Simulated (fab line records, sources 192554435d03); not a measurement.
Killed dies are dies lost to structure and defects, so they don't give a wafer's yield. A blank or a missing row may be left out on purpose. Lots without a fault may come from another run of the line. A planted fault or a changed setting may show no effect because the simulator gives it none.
Chamber matching | flow n5_finfet | N5_BEOL_M4_ETCH_70 on rie_diel-03: 4 sister chambers
The step etches SOC in N2/H2, target depth 80 nm, overetch 24 nm, time 130 s. 8 wafers are shown with their chamber, then 8 later ones without.

WAFERS WITH THEIR CHAMBER
wafer  | chamber | showerhead_plenum_p_Torr (Torr) | throttle_valve_pct (%)
L080.2 | 0       | 2.61                            | 18.20
L080.6 | 2       | 2.44                            | 17.91
L079.4 | 3       | 2.57                            | 17.65
L079.6 | 3       | 2.57                            | 17.64
L084.1 | 1       | 2.37                            | 17.88
L084.3 | 0       | 2.61                            | 18.21
L084.4 | 2       | 2.43                            | 17.92
L086.1 | 1       | 2.37                            | 17.90

WAFERS WITHOUT THEIR CHAMBER
wafer  | showerhead_plenum_p_Torr (Torr) | throttle_valve_pct (%)
L086.2 | 2.61                            | 18.23
L086.5 | 2.43                            | 17.95
L093.3 | 2.60                            | 18.24
L093.4 | 2.60                            | 18.23
L093.5 | 2.56                            | 17.70
L094.4 | 2.68                            | 17.58
L094.5 | 2.56                            | 17.70
L094.6 | 2.42                            | 17.95

WHICH CHAMBER EACH WENT THROUGH
wafer  | from the rows above | in truth
L086.2 | 0                   | 0
L086.5 | 2                   | 2
L093.3 | 0                   | 0
L093.4 | 0                   | 0
L093.5 | 3                   | 3
L094.4 | 3                   | 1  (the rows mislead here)
L094.5 | 3                   | 3
L094.6 | 2                   | 2
Placed correctly: 7 of 8. Can't be placed from these rows: 0. Placed wrongly: 1.
How it was worked out, from the rows above alone: a wafer's distance from a chamber is the root of the sum, over the readings, of the square of ((its reading less the chamber's mean) divided by the reading's scatter). The wafer belongs to the nearest chamber; if the next one is less than 2 further off, it can't be placed. A chamber's mean is the mean of its shown wafers. The scatter: the root of (the sum of the squares of (reading less its chamber's mean) over the shown wafers, divided by (wafers less chambers)).
